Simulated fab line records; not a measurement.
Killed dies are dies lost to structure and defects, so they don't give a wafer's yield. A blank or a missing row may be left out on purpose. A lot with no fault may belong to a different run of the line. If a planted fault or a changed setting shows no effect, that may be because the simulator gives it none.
Matching of chambers + flow n5Finfet + 4 sister chambers for N5_DUMMY_GATE_CMP_04 on cmp-04
The step polishes a-Si. 8 wafers are shown with their chamber, then 7 later ones without.

WAFERS, EACH WITH ITS CHAMBER
| wafer  | chamber | motorCurrentA (A) | timeToEndpointS (s) |
|--------|---------|-------------------|---------------------|
| L083.3 | 2       | 10.9              | 15.7                |
| L085.1 | 3       | 10.0              | 14.2                |
| L085.4 | 0       | 8.5               | 15.0                |
| L088.1 | 1       | 10.1              | 12.5                |
| L088.4 | 3       | 10.4              | 15.0                |
| L088.6 | 1       | 9.6               | 11.7                |
| L091.1 | 0       | 8.9               | 11.7                |
| L091.3 | 2       | 10.4              | 15.1                |

WAFERS WITH NO CHAMBER GIVEN
| wafer  | motorCurrentA (A) | timeToEndpointS (s) |
|--------|-------------------|---------------------|
| L091.6 | 11.1              | 17.5                |
| L093.2 | 10.7              | 17.6                |
| L093.4 | 10.0              | 15.0                |
| L093.6 | 11.1              | 15.5                |
| L094.1 | 10.4              | 14.6                |
| L094.5 | 9.7               | 14.3                |
| L094.6 | 10.5              | 15.5                |

WHICH CHAMBER EACH ONE RAN IN
| wafer  | from the rows above               | in truth |
|--------|-----------------------------------|----------|
| L091.6 | can't be placed: 2 or 3           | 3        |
| L093.2 | can't be placed: 2 or 3           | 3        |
| L093.4 | can't be placed: 3 or 2 or 1      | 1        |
| L093.6 | can't be placed: 2 or 3           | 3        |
| L094.1 | can't be placed: 3 or 2           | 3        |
| L094.5 | can't be placed: 3 or 1 or 2 or 0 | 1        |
| L094.6 | can't be placed: 2 or 3           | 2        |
Correctly placed: 0 of 7. Cannot be placed on the basis of these rows: 7; the candidates contain the true chamber in 7. Placed wrongly: 0.
How it was worked out, from the rows above alone: a wafer's distance from a chamber is the root of the sum, over the readings, of the square of ((its reading less the chamber's mean) divided by the reading's scatter). If the next closest chamber is less than 2 further off than the closest, the wafer can't be placed; otherwise it belongs to the closest. For every chamber, the mean is computed from those of its wafers that are shown. How the scatter is found: for the shown wafers, subtract from each reading the mean of its chamber, square and add these, divide the total by (wafers less chambers), then take the root.
